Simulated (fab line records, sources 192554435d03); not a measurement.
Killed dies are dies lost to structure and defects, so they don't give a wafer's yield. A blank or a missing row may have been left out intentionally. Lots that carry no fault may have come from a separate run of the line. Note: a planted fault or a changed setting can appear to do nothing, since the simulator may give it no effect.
Matching of chambers / flow n5 finfet / 4 sister chambers for N5_BEOL_M4_ALD_98 on ald sin-02
The step deposits SiO2, target thk 2.5 nm, pulse time 1 s, co reactant pulse time 1 s. 8 wafers are shown with their chamber, then 7 later ones without.

## EACH WAFER AND ITS CHAMBER
wafer=L080.3; chamber=0; heater power w (W)=82; precursor pulse height rel=0.994
wafer=L080.4; chamber=1; heater power w (W)=64; precursor pulse height rel=1.005
wafer=L080.6; chamber=0; heater power w (W)=81; precursor pulse height rel=1.005
wafer=L085.1; chamber=2; heater power w (W)=79; precursor pulse height rel=0.998
wafer=L085.3; chamber=3; heater power w (W)=80; precursor pulse height rel=1.017
wafer=L085.4; chamber=1; heater power w (W)=64; precursor pulse height rel=0.980
wafer=L087.1; chamber=3; heater power w (W)=81; precursor pulse height rel=1.007
wafer=L087.4; chamber=2; heater power w (W)=80; precursor pulse height rel=0.985

## WAFERS WITHOUT THEIR CHAMBER
wafer=L087.5; heater power w (W)=79; precursor pulse height rel=1.025
wafer=L089.1; heater power w (W)=78; precursor pulse height rel=1.011
wafer=L089.4; heater power w (W)=81; precursor pulse height rel=1.001
wafer=L089.6; heater power w (W)=77; precursor pulse height rel=0.967
wafer=L096.3; heater power w (W)=78; precursor pulse height rel=0.980
wafer=L096.4; heater power w (W)=83; precursor pulse height rel=0.991
wafer=L096.6; heater power w (W)=65; precursor pulse height rel=1.016

## CHAMBER TAKEN BY EACH
wafer=L087.5; from the rows above=can't be placed: 3 or 2 or 0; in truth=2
wafer=L089.1; from the rows above=can't be placed: 2 or 3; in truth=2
wafer=L089.4; from the rows above=can't be placed: 0 or 3 or 2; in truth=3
wafer=L089.6; from the rows above=2; in truth=2
wafer=L096.3; from the rows above=2; in truth=2
wafer=L096.4; from the rows above=can't be placed: 0 or 3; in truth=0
wafer=L096.6; from the rows above=1; in truth=1
3 of 7 placed correctly. Unplaceable from these rows: 4, with the true chamber sitting among the candidates in 4. Placed wrongly: 0.
How it was worked out, from the rows above alone: a wafer's distance from a chamber is the root of the sum, over the readings, of the square of ((its reading less the chamber's mean) divided by the reading's scatter). The wafer belongs to the nearest chamber; if the next one is less than 2 further off, it can't be placed. The mean given for a chamber averages the wafers shown for that chamber. The scatter: the root of (the sum of the squares of (reading less its chamber's mean) over the shown wafers, divided by (wafers less chambers)).
